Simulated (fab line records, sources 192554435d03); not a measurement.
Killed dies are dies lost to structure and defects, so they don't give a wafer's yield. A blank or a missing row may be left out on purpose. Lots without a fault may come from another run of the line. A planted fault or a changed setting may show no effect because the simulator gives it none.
fab line records | flow n5_finfet
record lots=10 wafers=30 last_day=17
route steps=1938 shown MOL_CONTACT_COAG@581 BEOL_M4@1111
lots that met no fault: from a run of the same line without faults
start_h: hours from the record's first day to the start of the lot's first wafer shown | wait_h: hours since the lot's step before | " the same as in the row above | L1.1+2: a row that stands for several wafers | - no value, or no start given | * or withheld: withheld | < > ~ a bound
route shown NAME@n: a module of which the file shows steps, and the number in the route of the first | usual: mean/standard deviation of fault-free wafers | same: alike in all rows | chamber/n: place in a boat | sites: the reading at each site | _std_site: their standard deviation | _edge_site: outer sites' mean less inner sites' | radius_mm: how far each site lies from the wafer's centre | mask NAME#n: copy n | behind: the tool/chamber that last shaped the wafer | hold: why the lot was held/for how many hours/how that ended | device: the transistor (n, p or np) that didn't switch | end of line: the same wafers' tests at the end of the route | a step without rows: its recipe alone | killed: dies lost to structure and defects at the first sort, not the wafer's yield | map: a wafer's dies, x killed, . not, _ none there
set.NAME: the setting as run; set.NAME@STEP: as run at that earlier step | model.NAME: the simulator's own value behind a step, which no gauge read
steps of the route over a sample of lots; a table a step, a row a wafer
services: from which hour (start_h, from the record's first day; less than 0 if before it) a tool's chamber was out of use, for how many hours, and why
## steps
# step N5_MOL_CONTACT_COAG_ETCH_91
# recipe chemistry=N2/H2 target=SOC target_depth_a=600 overetch_a=210 mask_material=SiARC temp_c=40 time_s=101.2 ion_energy_ev=200 pressure_mtorr=30 source_w=840 bias_w=150 n2_flow_sccm=200 h2_flow_sccm=200
# usual drypump_motor_current_A=5.7/0.57 oes_product_au=0.67/0.065 rf_vpp_V=523/3.3 showerhead_plenum_p_Torr=2.53/0.11 throttle_valve_pct=17.81/0.24
# same time_s=101.2
# columns lot.wafer tool chamber start_h wait_h drypump_motor_current_A oes_product_au rf_hours_counter_h rf_vpp_V showerhead_plenum_p_Torr throttle_valve_pct
L495.1 rie_diel-05 2 107.95 0.0 6.0 0.69 74 525 2.58 18.00
L495.3 " 0 " " 5.1 0.66 110 520 2.47 17.66
L495.6 " 1 " " 5.8 0.72 - 523 2.46 17.80
L497.1 rie_diel-03 1 111.76 0.0 6.4 0.58 197 527 2.62 18.21
L497.4 " 0 " " 5.3 0.72 - 522 2.48 17.89
L497.6 " 1 " " 6.4 0.58 - 527 2.62 18.23
L498.2 rie_diel-05 3 127.08 0.0 4.7 0.70 55 522 2.47 17.84
L498.5 " 3 " " 4.7 0.71 - 522 2.47 17.85
L498.6 " 0 " " 5.1 0.66 - 520 2.47 17.70
L503.2 rie_diel-05 0 148.06 0.0 5.2 0.65 127 522 2.47 17.72
L503.4 " 1 " " 5.9 0.70 73 522 2.46 17.83
L503.5 " 3 " " 4.7 0.70 - 522 2.47 17.85
L504.1 rie_diel-04 1 149.67 0.0 6.1 0.75 36 528 2.70 17.48
L504.2 " 2 " " 5.8 0.57 231 524 2.50 17.57
L504.4 " 2 " " 5.8 0.58 - 523 2.50 17.56
L506.1 rie_diel-04 1 166.51 0.0 6.1 0.73 45 529 2.70 17.48
L506.3 " 2 " " 5.7 0.58 240 525 2.49 17.58
L506.4 " 0 " " 6.5 0.69 - 527 2.68 17.62
L513.1 rie_diel-05 3 213.82 0.0 4.7 0.67 86 522 2.46 17.91
L513.4 " 0 " " 5.1 0.64 147 521 2.46 17.75
L513.5 " 0 " " 5.2 0.63 - 522 2.46 17.75
L514.3 rie_diel-05 3 220.62 0.0 4.7 0.68 89 522 2.46 17.90
L514.4 " 0 " " 5.2 0.63 150 519 2.46 17.73
L514.5 " 0 " " 5.2 0.63 - 522 2.46 17.75
L517.1 rie_diel-04 3 234.95 0.0 6.0 0.75 26 529 2.69 17.78
L517.4 " 1 " " 6.1 0.70 71 526 2.68 17.52
L517.5 " 1 " " 6.1 0.70 - 529 2.68 17.52
L518.2 rie_diel-03 3 239.94 0.0 5.5 0.61 185 519 2.33 17.97
L518.3 " 1 " " 6.3 0.56 245 525 2.60 18.31
L518.4 " 0 " " 5.3 0.68 110 522 2.46 17.97
# step N5_MOL_CONTACT_COAG_COAT_64
# recipe resist=underlayer temp_c=205 time_s=60 spin_rpm=1500 resist_thk_nm=10
# usual heater_power_total_W=391.7/1.4 plate_temp_C=204.98/0.14
# same time_s=60
# columns lot.wafer tool chamber start_h wait_h heater_power_total_W plate_temp_C
L495.1 litho_track-02 0 108.49 - 391.4 205.02
L495.3 " 0 " " 390.0 204.88
L495.6 " 0 " " 393.1 204.86
L497.1 litho_track-02 0 112.26 - 393.0 205.08
L497.4 " 0 " " 391.5 205.15
L497.6 " 0 " " 392.6 204.90
L498.2 litho_track-01 0 127.59 - 393.8 205.22
L498.5 " 0 " " 392.5 205.30
L498.6 " 0 " " 390.5 204.98
L503.2 litho_track-01 0 148.56 - 389.5 205.02
L503.4 " 0 " " 390.7 205.17
L503.5 " 0 " " 392.1 205.09
L504.1 litho_track-01 0 150.17 - 397.3 208.49
L504.2 " 0 " " 402.1 208.66
L504.4 " 0 " " 401.2 208.57
L506.1 litho_track-01 0 167.02 - 401.4 208.39
L506.3 " 0 " " 398.2 208.46
L506.4 " 0 " " 401.5 208.12
L513.1 litho_track-05 0 214.32 - 392.2 204.84
L513.4 " 0 " " 393.2 204.89
L513.5 " 0 " " 391.2 204.60
L514.3 litho_track-05 0 221.12 - 391.3 205.05
L514.4 " 0 " " 393.9 205.19
L514.5 " 0 " " 392.8 204.99
L517.1 litho_track-01 0 235.45 - 393.3 204.89
L517.4 " 0 " " 393.6 204.95
L517.5 " 0 " " 390.1 204.73
L518.2 litho_track-01 0 240.44 - 392.6 205.01
L518.3 " 0 " " 392.0 204.97
L518.4 " 0 " " 393.2 204.97
# step N5_MOL_CONTACT_COAG_CD_MEAS_40
# recipe target_cd_nm=25.1 landing_energy_ev=500 detector=se_inlens polarity=opening
# usual cd_nm=25.12/0.26
# columns lot.wafer tool chamber start_h wait_h cd_nm
L495.1 cd_sem-01 0 108.77 - 24.92
L495.3 " 0 " " 25.07
L495.6 " 0 " " 25.07
L497.1 cd_sem-01 0 112.66 - 25.15
L497.4 " 0 " " 25.06
L497.6 " 0 " " 25.03
L498.2 cd_sem-03 0 127.86 - 24.85
L498.5 " 0 " " 25.29
L498.6 " 0 " " 25.46
L503.2 cd_sem-02 0 148.96 - 25.41
L503.4 " 0 " " 25.02
L503.5 " 0 " " 25.52
L504.1 cd_sem-02 0 150.44 - 25.77
L504.2 " 0 " " 25.12
L504.4 " 0 " " 25.68
L506.1 cd_sem-02 0 167.42 - 25.43
L506.3 " 0 " " 25.34
L506.4 " 0 " " 25.10
L513.1 cd_sem-01 0 214.60 - 25.09
L513.4 " 0 " " 25.02
L513.5 " 0 " " 24.86
L514.3 cd_sem-03 0 221.53 - 25.13
L514.4 " 0 " " 24.86
L514.5 " 0 " " 25.25
L517.1 cd_sem-02 0 235.73 - 25.28
L517.4 " 0 " " 25.21
L517.5 " 0 " " 25.42
L518.2 cd_sem-03 0 240.72 - 24.62
L518.3 " 0 " " 24.73
L518.4 " 0 " " 25.13
# step N5_MOL_CONTACT_COAG_INSPECT_42
# recipe mode=adi inspect_instrument=brightfield
# usual raw_defect_count=202/60
# columns lot.wafer tool chamber start_h wait_h raw_defect_count
L495.1 defect_inspect-02 - 108.86 0.1 237
L495.3 " - " " 290
L495.6 " - " " 229
L497.1 defect_inspect-02 - 112.75 0.1 166
L497.4 " - " " 205
L497.6 " - " " 214
L498.2 defect_inspect-02 - 127.95 0.0 131
L498.5 " - " " 140
L498.6 " - " " 196
L503.2 defect_inspect-02 - 149.05 0.0 196
L503.4 " - " " 336
L503.5 " - " " 181
L504.1 defect_inspect-01 - 150.53 0.1 186
L504.2 " - " " 164
L504.4 " - " " 160
L506.1 defect_inspect-02 - 167.51 0.1 344
L506.3 " - " " 170
L506.4 " - " " 242
L513.1 defect_inspect-01 - 214.69 0.1 126
L513.4 " - " " 193
L513.5 " - " " 160
L514.3 defect_inspect-01 - 221.61 0.0 238
L514.4 " - " " 251
L514.5 " - " " 231
L517.1 defect_inspect-01 - 235.81 0.1 239
L517.4 " - " " 203
L517.5 " - " " 222
L518.2 defect_inspect-01 - 240.81 0.0 145
L518.3 " - " " 234
L518.4 " - " " 312
# step N5_BEOL_M4_RC_MEAS_101
# usual DIBL_N=35.3/1.5 DIBL_P=35.3/1.9 IOFF_N=0.145/0.027 IOFF_P=0.20/0.033 ION_N=670/12 ION_P=462/6.8 SS_N=71.3/0.6 SS_P=73.1/0.7 VT_N=251/3.4 VT_P=-251/3.2
# columns lot.wafer tool chamber start_h wait_h DIBL_N[mV/V] DIBL_P[mV/V] IOFF_N[nA/um] IOFF_P[nA/um] ION_N[uA/um] ION_P[uA/um] SS_N[mV/dec] SS_P[mV/dec] VT_N[mV] VT_P[mV]
L495.1 prober-02 0 182.71 0.0 35.3 35.0 0.147 0.18 670 456 71.7 72.2 248 -254
L495.3 " 0 " " 33.1 32.6 0.115 0.16 664 458 70.6 72.7 254 -252
L495.6 " 0 " " 35.4 35.4 0.157 0.20 679 466 70.9 72.6 248 -247
L497.1 prober-02 0 192.03 0.0 33.6 35.7 0.140 0.19 675 461 70.7 74.2 247 -252
L497.4 " 0 " " 36.0 38.2 0.180 0.24 683 466 71.5 73.6 245 -249
L497.6 " 0 " " 35.5 37.7 0.182 0.22 686 462 71.5 74.4 246 -248
L503.2 prober-01 0 223.90 0.2 33.5 32.2 0.094 0.16 647 456 71.0 72.5 258 -253
L503.4 " 0 " " 35.2 35.0 0.133 0.20 670 468 70.8 73.1 251 -251
L503.5 " 0 " " 35.6 34.7 0.128 0.20 664 464 70.7 72.9 252 -253
L498.2 prober-01 0 230.05 0.2 35.8 34.8 0.142 0.18 673 457 71.2 73.5 251 -254
L498.5 " 0 " " 35.6 35.3 0.137 0.19 672 461 70.9 73.3 252 -252
L498.6 " 0 " " 35.3 34.3 0.125 0.17 665 460 70.9 73.4 255 -255
L504.1 prober-01 0 240.44 0.0 35.3 35.3 0.149 0.23 674 465 71.1 73.4 251 -250
L504.2 " 0 " " 32.1 31.7 0.108 0.17 662 460 70.5 71.9 254 -250
L504.4 " 0 " " 34.6 35.5 0.132 0.21 664 462 71.6 72.2 253 -246
L506.1 prober-01 0 250.96 0.0 34.0 34.9 0.120 0.19 654 458 70.6 72.7 256 -250
L506.3 " 0 " " 31.6 31.7 0.090 0.15 637 446 70.3 72.0 260 -251
L506.4 " 0 " " 35.0 35.7 0.139 0.20 672 465 70.4 73.0 252 -249
L513.1 prober-02 0 296.26 0.0 35.1 35.6 0.145 0.20 682 466 72.3 73.7 252 -250
L513.4 " 0 " " 38.0 38.5 0.202 0.26 690 471 73.0 74.0 246 -247
L513.5 " 0 " " 33.5 33.5 0.112 0.16 657 452 71.0 73.2 257 -255
L514.3 prober-01 0 302.49 0.3 35.4 36.6 0.162 0.20 679 462 71.3 73.0 248 -253
L514.4 " 0 " " 35.7 36.8 0.163 0.20 680 464 70.8 73.5 248 -254
L514.5 " 0 " " 33.4 34.4 0.128 0.16 675 462 69.8 72.7 250 -256
L517.1 prober-02 0 307.25 0.0 36.9 37.1 0.151 0.21 667 460 71.1 73.5 248 -249
L517.4 " 0 " " 35.1 34.1 0.120 0.18 663 465 71.8 72.4 254 -250
L517.5 " 0 " " 37.1 36.7 0.148 0.22 658 456 71.5 73.8 250 -248
L518.2 prober-01 0 311.05 0.2 36.4 36.2 0.156 0.21 663 459 71.5 73.0 250 -249
L518.3 " 0 " " 35.1 34.7 0.147 0.19 675 458 70.4 72.8 249 -250
L518.4 " 0 " " 34.8 33.9 0.126 0.17 657 457 70.7 72.9 252 -255
## services
# columns tool chamber start_h hours kind
rie_diel-05 - 93.41 0.3 repair
rie_diel-05 3 105.12 2.2 repair
rie_diel-03 2 109.39 - clean
rie_diel-03 2 109.39 - consumable_replace:focus_ring
rie_diel-03 2 109.39 17.5 scheduled_down
rie_diel-03 2 109.39 17.5 vent_cycle
rie_diel-04 3 144.22 - clean
rie_diel-04 3 144.22 - consumable_replace:focus_ring
rie_diel-04 3 144.22 - consumable_replace:showerhead
rie_diel-04 3 144.22 22.3 scheduled_down
rie_diel-04 3 144.22 22.3 vent_cycle
rie_diel-05 0 167.54 4.6 repair
rie_diel-03 2 185.10 3.2 repair
rie_diel-05 - 196.32 1.0 repair
rie_diel-04 - 199.04 0.5 repair
litho_track-01 - 200.25 - consumable_replace:filter
rie_diel-04 2 202.38 - clean
rie_diel-04 2 202.38 - consumable_replace:focus_ring
rie_diel-04 2 202.38 27.5 scheduled_down
rie_diel-04 2 202.38 27.5 vent_cycle
## key
first_sign step=N5_MOL_CONTACT_COAG_COAT_64 reading=plate_temp_C direction=up sigmas=25 usual=* struck=*
effect step=N5_MOL_CONTACT_COAG_COAT_64 reading=heater_power_total_W direction=up sigmas=6.3 usual=* struck=*
met_at N5_MOL_CONTACT_COAG_COAT_64
struck_lots L504,L506
not_acting_at N5_MOL_CONTACT_COAG_ETCH_91,N5_MOL_CONTACT_COAG_CD_MEAS_40,N5_MOL_CONTACT_COAG_INSPECT_42
onset_between 148.56 150.17
fault kind=process_parameter_drift tool=litho_track-01 chamber=- onset_h=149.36 steps=N5_MOL_CONTACT_COAG_COAT_64 channel=temp_c offset=* shape=step end_h=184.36 acts_in=* stated=*
